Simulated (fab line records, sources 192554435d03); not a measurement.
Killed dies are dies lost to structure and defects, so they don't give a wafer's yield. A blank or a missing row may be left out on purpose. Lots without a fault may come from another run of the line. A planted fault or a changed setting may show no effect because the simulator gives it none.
fab line records | flow n5_finfet | part 1 of 2: steps 1 to 20 of 26
record lots=5 wafers=15 last_day=17
route steps=1938 shown HKMG_FIN@421
lots that met no fault: from a run of the same line without faults
start_h: hours from the record's first day to the start of the lot's first wafer shown | wait_h: hours since the lot's step before | " the same as in the row above | L1.1+2: a row that stands for several wafers | - no value, or no start given | * or withheld: withheld | < > ~ a bound
route shown NAME@n: a module of which the file shows steps, and the number in the route of the first | usual: mean/standard deviation of fault-free wafers | same: alike in all rows | chamber/n: place in a boat | sites: the reading at each site | _std_site: their standard deviation | _edge_site: outer sites' mean less inner sites' | radius_mm: how far each site lies from the wafer's centre | mask NAME#n: copy n | behind: the tool/chamber that last shaped the wafer | hold: why the lot was held/for how many hours/how that ended | device: the transistor (n, p or np) that didn't switch | end of line: the same wafers' tests at the end of the route | a step without rows: its recipe alone | killed: dies lost to structure and defects at the first sort, not the wafer's yield | map: a wafer's dies, x killed, . not, _ none there
set.NAME: the setting as run; set.NAME@STEP: as run at that earlier step | model.NAME: the simulator's own value behind a step, which no gauge read
lots at some steps of the route; a table a step, a row a wafer
services: from which hour (start_h, from the record's first day; less than 0 if before it) a tool's chamber was out of use, for how many hours, and why
## steps
# step N5_HKMG_FIN_PWFM_ALD_03
# recipe material=TiN target_thk_a=20 temp_c=400 ald_precursor_family=TiCl4 ald_co_reactant=NH3 pulse_time_s=1 purge_time_s=3 co_reactant_purge_time_s=2 co_reactant_pulse_time_s=2 ald_cycles=91 pressure_torr=3
# usual heater_power_w=892/110 precursor_pulse_height_rel=0.999/0.018
# same ald_cycles=91 purge_time_s=3
# columns lot.wafer tool chamber start_h wait_h heater_power_w precursor_pulse_height_rel
L076.1 ald_metal-03 0 88.29 0.0 879 1.025
L076.5 " 1 " " 1040 1.004
L076.6 " 0 " " 900 1.012
L083.1 ald_metal-02 0 128.14 0.0 864 1.007
L083.2 " 1 " " 891 0.968
L083.3 " 2 " " 805 1.016
L085.3 ald_metal-04 3 138.08 0.0 853 1.006
L085.4 " 2 " " 749 1.015
L085.5 " 0 " " 1061 1.030
L087.1 ald_metal-04 0 153.41 0.0 1076 1.001
L087.4 " 2 " " 737 0.992
L087.5 " 1 " " 970 1.004
L095.3 ald_metal-04 3 199.06 0.0 832 0.994
L095.5 " 2 " " 759 1.010
L095.6 " 3 " " 831 0.996
# step N5_HKMG_FIN_COAT_29
# recipe resist=SOC temp_c=250 time_s=60 spin_rpm=1500 resist_thk_nm=300
# columns lot.wafer tool chamber start_h wait_h
L076.1+5+6 litho_track-05 0 88.76 0.2
L083.1+2+3 litho_track-03 0 128.61 0.2
L085.3+4+5 litho_track-05 0 138.55 0.2
L087.1+4+5 litho_track-03 0 153.88 0.2
L095.3+5+6 litho_track-05 0 199.53 0.2
# step N5_HKMG_FIN_COAT_30
# recipe resist=SiARC temp_c=220 time_s=60 spin_rpm=1500 resist_thk_nm=35
# columns lot.wafer tool chamber start_h wait_h
L076.1+5+6 litho_track-05 0 - -
L083.1+2+3 litho_track-03 0 - -
L085.3+4+5 litho_track-05 0 - -
L087.1+4+5 litho_track-03 0 - -
L095.3+5+6 litho_track-05 0 - -
# step N5_HKMG_FIN_COAT_06
# recipe resist=CAR-ArF spin_rpm=1500 resist_thk_nm=90
# columns lot.wafer tool chamber start_h wait_h
L076.1+5+6 litho_track-05 0 - -
L083.1+2+3 litho_track-03 0 - -
L085.3+4+5 litho_track-05 0 - -
L087.1+4+5 litho_track-03 0 - -
L095.3+5+6 litho_track-05 0 - -
# step N5_HKMG_FIN_EBR_08
# recipe solvent=PGMEA ebr_width_mm=1.5
# same ebr_width_mm=1.5
# columns lot.wafer tool chamber start_h wait_h
L076.1+5+6 litho_track-05 0 - -
L083.1+2+3 litho_track-03 0 - -
L085.3+4+5 litho_track-05 0 - -
L087.1+4+5 litho_track-03 0 - -
L095.3+5+6 litho_track-05 0 - -
# step N5_HKMG_FIN_SOFTBAKE_07
# recipe temp_c=110 time_s=60 resist=CAR-ArF
# columns lot.wafer tool chamber start_h wait_h
L076.1+5+6 litho_track-05 0 - -
L083.1+2+3 litho_track-03 0 - -
L085.3+4+5 litho_track-05 0 - -
L087.1+4+5 litho_track-03 0 - -
L095.3+5+6 litho_track-05 0 - -
# step N5_HKMG_FIN_EXPOSE_09
# recipe mask_id=NWFM na=1.35 source_shape=conventional sigma_outer=0.8 polarization=unpolarized dose_mj=39.25
# columns lot.wafer tool chamber start_h wait_h mask
L076.1+5+6 arfi_scanner-02 0 89.00 - NWFM#0
L083.1+2+3 arfi_scanner-01 0 128.86 - NWFM#0
L085.3+4+5 arfi_scanner-01 0 138.68 - NWFM#0
L087.1+4+5 arfi_scanner-02 0 154.12 - NWFM#0
L095.3+5+6 arfi_scanner-01 0 199.78 - NWFM#0
# step N5_HKMG_FIN_PEB_10
# recipe peb_temp_c=withheld peb_time_s=60 resist=CAR-ArF
# same peb_time_s=60
# columns lot.wafer tool chamber start_h wait_h
L076.1+5+6 litho_track-03 0 89.06 0.1
L083.1+2+3 litho_track-03 0 128.91 0.1
L085.3+4+5 litho_track-02 0 138.73 0.0
L087.1+4+5 litho_track-03 0 154.18 0.1
L095.3+5+6 litho_track-05 0 199.83 0.0
# step N5_HKMG_FIN_DEVELOP_11
# recipe develop_time_s=30 developer=TMAH resist=CAR-ArF dev_temp_c=23 rinse_liquid=diw dry=air_spin
# columns lot.wafer tool chamber start_h wait_h
L076.1+5+6 litho_track-03 0 - -
L083.1+2+3 litho_track-03 0 - -
L085.3+4+5 litho_track-02 0 - -
L087.1+4+5 litho_track-03 0 - -
L095.3+5+6 litho_track-05 0 - -
# step N5_HKMG_FIN_CD_MEAS_12
# recipe target_cd_nm=92.8 landing_energy_ev=500 detector=se_inlens
# usual cd_nm=92.7/0.8
# columns lot.wafer tool chamber start_h wait_h cd_nm
L076.1 cd_sem-03 0 89.13 - 92.6
L076.5 " 0 " " 91.8
L076.6 " 0 " " 93.4
L083.1 cd_sem-03 0 128.98 - 93.4
L083.2 " 0 " " 93.2
L083.3 " 0 " " 92.9
L085.3 cd_sem-03 0 138.80 - 93.6
L085.4 " 0 " " 93.9
L085.5 " 0 " " 94.0
L087.1 cd_sem-03 0 154.25 - 92.5
L087.4 " 0 " " 94.2
L087.5 " 0 " " 92.8
L095.3 cd_sem-02 0 199.90 - 93.5
L095.5 " 0 " " 93.4
L095.6 " 0 " " 93.4
# step N5_HKMG_FIN_OVL_MEAS_13
# recipe points_per_wafer=44
# usual NWFM_OVL=-0.2/0.7
# same points_per_wafer=44
# columns lot.wafer tool chamber start_h wait_h NWFM_OVL[nm]
L076.1 overlay-02 0 89.16 0.0 0.0
L076.5 " 0 " " -0.4
L076.6 " 0 " " 0.1
L083.1 overlay-01 0 129.01 0.0 0.5
L083.2 " 0 " " -0.2
L083.3 " 0 " " -0.3
L085.3 overlay-01 0 138.83 0.0 -0.2
L085.4 " 0 " " -0.8
L085.5 " 0 " " 0.8
L087.1 overlay-01 0 154.28 0.0 0.0
L087.4 " 0 " " -1.0
L087.5 " 0 " " -0.7
L095.3 overlay-02 0 199.92 0.0 -0.1
L095.5 " 0 " " -0.9
L095.6 " 0 " " -0.7
# step N5_HKMG_FIN_INSPECT_14
# recipe mode=adi inspect_instrument=macro
# usual raw_defect_count=2.0/1.5
# columns lot.wafer tool chamber start_h wait_h raw_defect_count
L076.1 defect_inspect-01 - 89.18 0.0 0
L076.5 " - " " 3
L076.6 " - " " 1
L083.1 defect_inspect-02 - 129.03 0.0 2
L083.2 " - " " 3
L083.3 " - " " 3
L085.3 defect_inspect-02 - 138.85 0.0 0
L085.4 " - " " 3
L085.5 " - " " 5
L087.1 defect_inspect-01 - 154.30 0.0 2
L087.4 " - " " 4
L087.5 " - " " 2
L095.3 defect_inspect-01 - 199.95 0.0 2
L095.5 " - " " 2
L095.6 " - " " 2
# step N5_HKMG_FIN_DESCUM_17
# recipe chemistry=O2 time_s=7.9 source_power_w=50 bias_power_w=20 pressure_mtorr=20 rf_frequency_hz=2.712e+07 temp_c=40 resist=CAR-ArF o2_flow_sccm=225
# usual chamber_pressure_mTorr=20.000/0.018 drypump_motor_current_A=5.8/0.42 oes_product_au=0.79/0.11 rf_fwd_power_W=49.39/0.24 rf_vpp_V=243.6/1.3 showerhead_plenum_p_Torr=2.12/0.066 throttle_valve_pct=20.41/0.22
# columns lot.wafer tool chamber start_h wait_h chamber_pressure_mTorr drypump_motor_current_A oes_product_au rf_fwd_power_W rf_hours_counter_h rf_vpp_V showerhead_plenum_p_Torr throttle_valve_pct
L076.1 rie_diel-04 0 89.22 0.0 19.990 5.3 0.69 48.78 213 244.7 2.17 20.85
L076.5 " 1 " " 19.994 5.4 0.74 49.64 - 245.1 2.17 20.48
L076.6 " 0 " " 19.991 5.3 0.68 49.01 - 242.5 2.17 20.84
L083.1 rie_diel-05 3 129.45 0.4 20.009 6.1 0.71 49.60 214 242.6 2.06 20.47
L083.2 " 2 " " 19.982 5.7 0.79 49.45 104 245.6 2.20 20.39
L083.3 " 1 " " 20.038 6.1 0.93 49.34 20 244.5 2.15 20.15
L085.3 rie_diel-06 3 138.88 0.0 19.980 5.7 0.94 49.09 7 243.4 2.12 19.99
L085.4 " 1 " " 19.976 6.5 0.70 49.12 - 245.0 2.15 20.39
L085.5 " 0 " " 20.017 5.3 0.68 48.76 - 241.3 1.99 20.45
L087.1 rie_diel-05 3 154.33 0.0 19.996 6.2 0.69 50.15 224 244.3 2.05 20.47
L087.4 " 2 " " 19.991 5.7 0.78 49.40 115 243.7 2.20 20.42
L087.5 " 1 " " 20.011 6.1 0.90 49.40 - 245.6 2.15 20.17
L095.3 rie_diel-06 3 199.98 0.0 19.974 5.7 0.89 49.32 29 243.0 2.12 20.03
L095.5 " 0 " " 20.015 5.3 0.68 49.03 - 240.4 1.98 20.49
L095.6 " 1 " " 20.026 6.5 0.97 49.24 - 245.9 2.14 20.02
# step N5_HKMG_FIN_ETCH_31
# recipe chemistry=CF4 target=SiARC target_depth_a=455 mask_material=CAR-ArF time_s=75.8 ion_energy_ev=80 pressure_mtorr=40 source_w=545 bias_w=36 Ar_flow_sccm=100 cf4_flow_sccm=100 ends=cleared
# usual chamber_pressure_mTorr=40.00/0.037 drypump_motor_current_A=5.8/0.42 etch_rf_on_time_s=75.6/2.3 oes_product_au=0.67/0.091 rf_fwd_power_W=539.5/2.3 rf_vpp_V=184.3/1.2 showerhead_plenum_p_Torr=2.17/0.058 throttle_valve_pct=15.62/0.25
# columns lot.wafer tool chamber start_h wait_h chamber_pressure_mTorr drypump_motor_current_A etch_rf_on_time_s oes_product_au rf_fwd_power_W rf_hours_counter_h rf_vpp_V showerhead_plenum_p_Torr throttle_valve_pct
L076.1 rie_diel-04 0 89.25 0.0 40.04 5.3 75.9 0.60 534.8 213 184.6 2.20 15.93
L076.5 " 1 " " 40.03 5.4 76.9 0.62 540.7 - 185.1 2.21 15.70
L076.6 " 0 " " 39.99 5.3 76.1 0.60 537.0 - 184.5 2.21 15.93
L083.1 rie_diel-05 3 129.49 0.0 39.96 6.1 76.1 0.60 543.6 214 182.6 2.12 15.81
L083.2 " 2 " " 40.03 5.7 74.8 0.68 540.2 104 185.8 2.25 15.61
L083.3 " 1 " " 39.99 6.0 73.9 0.78 539.1 20 182.5 2.19 15.23
L085.3 rie_diel-06 3 138.92 0.0 39.98 5.7 74.1 0.79 540.9 7 184.7 2.19 15.24
L085.4 " 1 " " 40.00 6.5 73.1 0.62 537.3 - 185.9 2.21 15.74
L085.5 " 0 " " 40.08 5.3 78.9 0.59 535.9 - 183.5 2.06 15.80
L087.1 rie_diel-05 3 154.37 0.0 40.01 6.2 76.4 0.59 540.5 224 184.5 2.11 15.83
L087.4 " 2 " " 40.05 5.6 75.9 0.67 541.0 115 184.8 2.24 15.62
L087.5 " 1 " " 39.91 6.1 74.1 0.76 543.7 - 184.6 2.19 15.25
L095.3 rie_diel-06 3 200.02 0.0 39.95 5.7 74.3 0.76 537.2 29 184.4 2.18 15.30
L095.5 " 0 " " 39.95 5.3 78.1 0.58 537.6 - 181.7 2.06 15.86
L095.6 " 1 " " 39.99 6.5 70.9 0.85 535.6 - 184.5 2.21 15.28
# step N5_HKMG_FIN_ETCH_32
# recipe chemistry=N2/H2 target=SOC target_depth_a=2400 temp_c=40 time_s=300 ion_energy_ev=200 mask_material=SiARC pressure_mtorr=30 source_w=840 bias_w=150 n2_flow_sccm=200 h2_flow_sccm=200
# usual chamber_pressure_mTorr=30.004/0.029 drypump_motor_current_A=5.8/0.42 oes_product_au=0.79/0.11 rf_fwd_power_W=838.3/2.5 rf_vpp_V=524.8/2.3 showerhead_plenum_p_Torr=2.57/0.08 throttle_valve_pct=17.81/0.28
# columns lot.wafer tool chamber start_h wait_h chamber_pressure_mTorr drypump_motor_current_A oes_product_au rf_fwd_power_W rf_hours_counter_h rf_vpp_V showerhead_plenum_p_Torr throttle_valve_pct
L076.1 rie_diel-04 0 89.31 0.0 29.996 5.3 0.71 839.7 213 527.0 2.61 18.07
L076.5 " 1 " " 30.008 5.4 0.72 837.1 - 527.3 2.65 18.16
L076.6 " 0 " " 30.051 5.3 0.71 839.8 - 526.3 2.61 18.06
L083.1 rie_diel-05 3 129.54 0.0 30.011 6.1 0.71 836.1 214 523.1 2.53 18.17
L083.2 " 2 " " 30.016 5.7 0.80 836.9 104 527.3 2.69 17.99
L083.3 " 1 " " 30.036 6.1 0.93 835.9 20 525.8 2.60 17.41
L085.3 rie_diel-06 3 138.97 0.0 29.995 5.7 0.92 837.1 7 526.2 2.61 17.47
L085.4 " 1 " " 30.005 6.5 0.72 837.9 - 525.3 2.60 17.74
L085.5 " 0 " " 30.034 5.3 0.69 836.8 - 519.9 2.40 17.77
L087.1 rie_diel-05 3 154.42 0.0 30.025 6.2 0.69 841.0 224 523.6 2.53 18.20
L087.4 " 2 " " 30.013 5.7 0.78 838.9 115 527.2 2.69 18.01
L087.5 " 1 " " 29.989 6.1 0.91 837.9 - 526.4 2.59 17.42
L095.3 rie_diel-06 3 200.07 0.0 29.992 5.7 0.87 834.8 29 526.7 2.60 17.52
L095.5 " 0 " " 29.990 5.4 0.67 836.3 - 520.6 2.39 17.82
L095.6 " 1 " " 29.987 6.5 1.00 835.5 - 524.8 2.59 17.32
# step N5_HKMG_FIN_STRIP_33
# recipe chemistry=N2/H2 temp_c=40 n2_flow_sccm=200 h2_flow_sccm=200 rf_frequency_hz=6e+07
# columns lot.wafer tool chamber start_h wait_h
L076.1+5+6 rie_diel-04 0,1,0 89.49 0.1
L083.1+2+3 rie_diel-05 3,2,1 129.72 0.1
L085.3+4+5 rie_diel-06 3,1,0 139.15 0.1
L087.1+4+5 rie_diel-05 3,2,1 154.61 0.1
L095.3+5+6 rie_diel-06 3,0,1 200.25 0.1
# step N5_HKMG_FIN_STRIP_34
# recipe chemistry=CF4 resist=SiARC power_w=300 bias_power_w=75 pressure_mtorr=50 cf4_flow_sccm=150 rf_frequency_hz=6e+07
# usual chamber_pressure_mTorr=50.01/0.044 drypump_motor_current_A=5.8/0.42 oes_product_au=0.78/0.098 rf_fwd_power_W=293.7/1.5 rf_vpp_V=271.6/1.4 showerhead_plenum_p_Torr=1.82/0.055 throttle_valve_pct=13.61/0.26
# columns lot.wafer tool chamber start_h wait_h chamber_pressure_mTorr drypump_motor_current_A oes_product_au rf_fwd_power_W rf_hours_counter_h rf_vpp_V showerhead_plenum_p_Torr throttle_valve_pct
L076.1 rie_diel-04 0 89.50 0.0 49.92 5.3 0.70 292.3 213 271.8 1.84 13.87
L076.5 " 1 " " 49.99 5.4 0.73 - - 272.6 1.86 13.76
L076.6 " 0 " " 49.95 5.3 0.70 291.1 - 271.2 1.84 13.86
L083.1 rie_diel-05 3 129.73 0.0 50.02 6.1 0.70 295.2 214 270.2 1.78 13.82
L083.2 " 2 " " 49.96 5.7 0.78 296.4 104 272.8 1.90 13.64
L083.3 " 1 " " 49.96 6.1 0.89 294.3 20 271.0 1.84 13.19
L085.3 rie_diel-06 3 139.16 0.0 50.06 5.7 0.92 292.3 7 273.3 1.84 13.24
L085.4 " 1 " " 49.97 6.5 0.70 293.8 - 272.9 1.86 13.77
L085.5 " 0 " " 49.91 5.4 0.69 - - 269.2 1.72 13.73
L087.1 rie_diel-05 3 154.62 0.0 49.99 6.1 0.70 - 224 269.8 1.77 13.84
L087.4 " 2 " " 50.00 5.7 0.77 294.7 115 272.3 1.90 13.65
L087.5 " 1 " " 49.96 6.1 0.87 291.8 - 272.5 1.84 13.21
L095.3 rie_diel-06 3 200.26 0.0 49.93 5.7 0.87 294.1 29 273.0 1.84 13.27
L095.5 " 0 " " 50.00 5.4 0.68 - - 269.0 1.71 13.79
L095.6 " 1 " " 50.00 6.5 0.94 292.1 - 271.4 1.86 13.26
# step N5_HKMG_FIN_ETCH_35
# recipe chemistry=N2/H2 target=SOC target_depth_a=2158 ion_energy_ev=65 bias_w=5 source_w=3000 time_s=243.4 pressure_mtorr=30 n2_flow_sccm=200 h2_flow_sccm=200
# usual chamber_pressure_mTorr=29.998/0.026 drypump_motor_current_A=5.8/0.42 oes_product_au=0.79/0.11 rf_fwd_power_W=2993/9.5 rf_vpp_V=141.9/0.96 showerhead_plenum_p_Torr=2.57/0.08 throttle_valve_pct=17.82/0.28
# columns lot.wafer tool chamber start_h wait_h chamber_pressure_mTorr drypump_motor_current_A oes_product_au rf_fwd_power_W rf_hours_counter_h rf_vpp_V showerhead_plenum_p_Torr throttle_valve_pct
L076.1 rie_diel-04 0 89.52 0.0 30.029 5.3 0.70 2986 213 144.1 2.61 18.08
L076.5 " 1 " " 29.997 5.4 0.72 2995 - 142.3 2.65 18.17
L076.6 " 0 " " 29.996 5.3 0.71 2985 - 142.7 2.61 18.05
L083.1 rie_diel-05 3 129.75 0.0 29.998 6.1 0.69 3011 214 142.3 2.53 18.19
L083.2 " 2 " " 29.987 5.7 0.80 2983 104 142.0 2.69 17.99
L083.3 " 1 " " 29.942 6.1 0.92 2996 20 142.9 2.60 17.41
L085.3 rie_diel-06 3 139.18 0.0 30.014 5.7 0.94 2986 7 141.0 2.61 17.49
L085.4 " 1 " " 30.006 6.4 0.72 2989 - 141.3 2.60 17.76
L085.5 " 0 " " 29.962 5.3 0.69 2989 - 140.8 2.40 17.78
L087.1 rie_diel-05 3 154.64 0.0 30.005 6.2 0.68 3004 224 140.6 2.53 18.22
L087.4 " 2 " " 30.005 5.6 0.78 2991 115 141.7 2.69 18.00
L087.5 " 1 " " 29.995 6.1 0.90 2993 - 143.2 2.59 17.42
L095.3 rie_diel-06 3 200.28 0.0 30.028 5.7 0.87 2993 29 142.0 2.60 17.54
L095.5 " 0 " " 30.007 5.4 0.67 2988 - 141.2 2.39 17.83
L095.6 " 1 " " 30.023 6.5 0.99 2980 - 142.9 2.59 17.34
# step N5_HKMG_FIN_STRIP_92
# recipe chemistry=N2/H2 material=SOC time_s=20 power_w=500 temp_c=40 pressure_mtorr=50 rf_frequency_hz=6e+07 bias_power_w=8 h2_frac=0.5 n2_flow_sccm=300 h2_flow_sccm=300
# usual chamber_pressure_mTorr=50.00/0.062 drypump_motor_current_A=5.8/0.42 oes_product_au=0.79/0.11 rf_fwd_power_W=496.2/1.8 rf_vpp_V=54.3/0.85 showerhead_plenum_p_Torr=3.40/0.1 throttle_valve_pct=19.0/0.53
# columns lot.wafer tool chamber start_h wait_h chamber_pressure_mTorr drypump_motor_current_A oes_product_au rf_fwd_power_W rf_hours_counter_h rf_vpp_V showerhead_plenum_p_Torr throttle_valve_pct
L076.1 rie_diel-04 0 89.67 0.1 50.06 5.3 0.70 494.7 213 53.6 3.44 19.2
L076.5 " 1 " " 50.07 5.4 0.73 498.2 - 54.1 3.49 20.1
L076.6 " 0 " " 50.03 5.3 0.69 494.3 - 55.3 3.44 19.2
L083.1 rie_diel-05 3 129.90 0.1 49.97 6.2 0.70 499.7 214 53.9 3.34 19.8
L083.2 " 2 " " 49.99 5.7 0.79 497.1 105 54.0 3.55 19.4
L083.3 " 1 " " 50.12 6.1 0.92 495.8 20 53.2 3.43 18.5
L085.3 rie_diel-06 3 139.33 0.1 49.91 5.7 0.94 496.9 7 54.5 3.44 18.4
L085.4 " 1 " " 50.02 6.5 0.71 496.8 - 55.4 3.43 18.8
L085.5 " 0 " " 50.01 5.4 0.69 495.9 - 52.2 3.18 18.9
L087.1 rie_diel-05 3 154.78 0.1 50.02 6.1 0.69 496.6 224 53.9 3.34 19.8
L087.4 " 2 " " 49.98 5.7 0.77 497.5 115 53.7 3.54 19.4
L087.5 " 1 " " 49.97 6.1 0.89 497.6 - 54.4 3.42 18.6
L095.3 rie_diel-06 3 200.43 0.1 49.99 5.7 0.88 497.1 29 54.2 3.43 18.5
L095.5 " 0 " " 50.02 5.4 0.68 493.5 - 55.3 3.17 18.9
L095.6 " 1 " " 49.95 6.6 0.97 493.2 - 52.6 3.42 18.4
# step N5_HKMG_FIN_WET_ETCH_18
# recipe chemistry=SC1 target=TiN mix=1:1:5 temp_c=* time_s=55 target_depth_nm=5.2 dry=ipa_marangoni rinse_time_s=30 rinse_temp_c=23
# usual bath_heat_duty_pct=7.2/0.8
# columns lot.wafer tool chamber start_h wait_h bath_heat_duty_pct
L076.1 wet_bench-05 5 89.75 0.1 8.6
L076.5 " 2 " " 6.3
L076.6 " 4 " " 7.6
L083.1 wet_bench-03 4 129.99 0.1 7.3
L083.2 " 1 " " 7.1
L083.3 " 7 " " 7.8
L085.3 wet_bench-05 5 139.42 0.1 8.6
L085.4 " 1 " " 8.6
L085.5 " 2 " " 7.2
L087.1 wet_bench-04 3 154.87 0.1 8.2
L087.4 " 4 " " 7.6
L087.5 " 2 " " 7.8
L095.3 wet_bench-03 2 200.51 0.1 7.2
L095.5 " 3 " " 7.3
L095.6 " 1 " " 7.6
